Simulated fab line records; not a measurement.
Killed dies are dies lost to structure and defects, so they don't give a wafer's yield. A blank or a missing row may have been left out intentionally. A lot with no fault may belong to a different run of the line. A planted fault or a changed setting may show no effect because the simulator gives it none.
Which tool is to blame?    flow nand_harc    21 wafers from 7 lots sampled at 5 of the route's 1159 steps

## WHAT THE GAUGES READ, wafer by wafer
NHARC_P_CONTACT_CD_MEAS_12: the cd target is 90 nm.
lot   measured      on         cd_nm (nm)
L396  day 5 17:09   cd_sem-03  89.7 90.1 89.6
L400  day 6 10:56   cd_sem-01  89.7 89.7 90.0
L408  day 8 17:58   cd_sem-01  79.4 90.8 79.0 79.5 90.9 79.2
L413  day 9 19:37   cd_sem-02  91.6 90.3 90.6
L414  day 10 05:38  cd_sem-03  90.1 89.8 90.4
L417  day 10 17:58  cd_sem-01  90.9 89.9 90.5
L419  day 11 08:25  cd_sem-01  89.6 90.0 90.4

## WHICH TOOL RAN EACH LOT (tool, then ch and the chambers of the sampled wafers, then the start)
lot   NHARC_P_GATE_STRIP_76                 NHARC_P_GATE_DEGAS_109        NHARC_P_GATE_RTA_82               NHARC_P_CONTACT_EXPOSE_09
L396  plasma_asher-02 ch 0,1, day 5 11:09   pvd_sputter-01, day 5 14:13   rtp_anneal-01 ch 0, day 5 15:27   arfi_scanner-01 ch 0, day 5 17:01
L400  plasma_asher-01 ch 0,1, day 6 05:11   pvd_sputter-03, day 6 08:07   rtp_anneal-02 ch 0, day 6 08:54   arfi_scanner-01 ch 0, day 6 10:47
L408  plasma_asher-01 ch 0,1, day 8 12:02   pvd_sputter-03, day 8 15:07   rtp_anneal-01 ch 0, day 8 15:58   arfi_scanner-03 ch 0, day 8 17:50
L413  plasma_asher-02 ch 0, day 9 14:08     pvd_sputter-03, day 9 17:02   rtp_anneal-01 ch 0, day 9 17:50   arfi_scanner-01 ch 0, day 9 19:28
L414  plasma_asher-01 ch 0,1, day 9 23:49   pvd_sputter-03, day 10 03:01  rtp_anneal-01 ch 0, day 10 03:47  arfi_scanner-02 ch 0, day 10 05:29
L417  plasma_asher-02 ch 1, day 10 11:47    pvd_sputter-02, day 10 14:52  rtp_anneal-02 ch 0, day 10 15:53  arfi_scanner-01 ch 0, day 10 17:49
L419  plasma_asher-02 ch 0,1, day 11 02:16  pvd_sputter-02, day 11 05:22  rtp_anneal-02 ch 0, day 11 06:13  arfi_scanner-02 ch 0, day 11 08:16
- NHARC_P_GATE_STRIP_76: strips in O2.
- NHARC_P_GATE_DEGAS_109: time 60 s.
- NHARC_P_GATE_RTA_82: time 30 s.
- NHARC_P_CONTACT_EXPOSE_09: exposes mask P CA, target cd 90 nm.

## THE ANSWER, worked out from the rows above alone
Rule: what is usual is taken from the lots themselves. Put in order of their means at a reading, lots are off if they are a third of the lots or fewer, leave a main group of 4 or more, and stand apart from it by a gap of 3 or more times the standard deviation of the main group's means; of several such gaps the widest counts. A main group is skipped when, at the precision printed for the reading in the tables above, its means are all equal. A lot without any number at a reading at which 4 lots or more have one is off too. Where the step has rows for the other lots, those lots are counted as sound.
Off, at NHARC_P_CONTACT_CD_MEAS_12 on cd_nm: L408. Mean 90.2 nm and standard deviation 0.37 in the main group.
If a tool, at a process step before that reading, ran all the lots that are off and no sound lot after the first of them, it fits. The gauges at NHARC_P_CONTACT_CD_MEAS_12 are tried like those tools. One fits: NHARC_P_CONTACT_EXPOSE_09 on arfi_scanner-03. It ran no sound lot before its first lot that is off in this sample, so the start can't be narrowed down.

## WHAT WAS PUT IN BY THE SIMULATOR
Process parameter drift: arfi_scanner-03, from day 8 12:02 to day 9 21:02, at NHARC_P_CONTACT_EXPOSE_09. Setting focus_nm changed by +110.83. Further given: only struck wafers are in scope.
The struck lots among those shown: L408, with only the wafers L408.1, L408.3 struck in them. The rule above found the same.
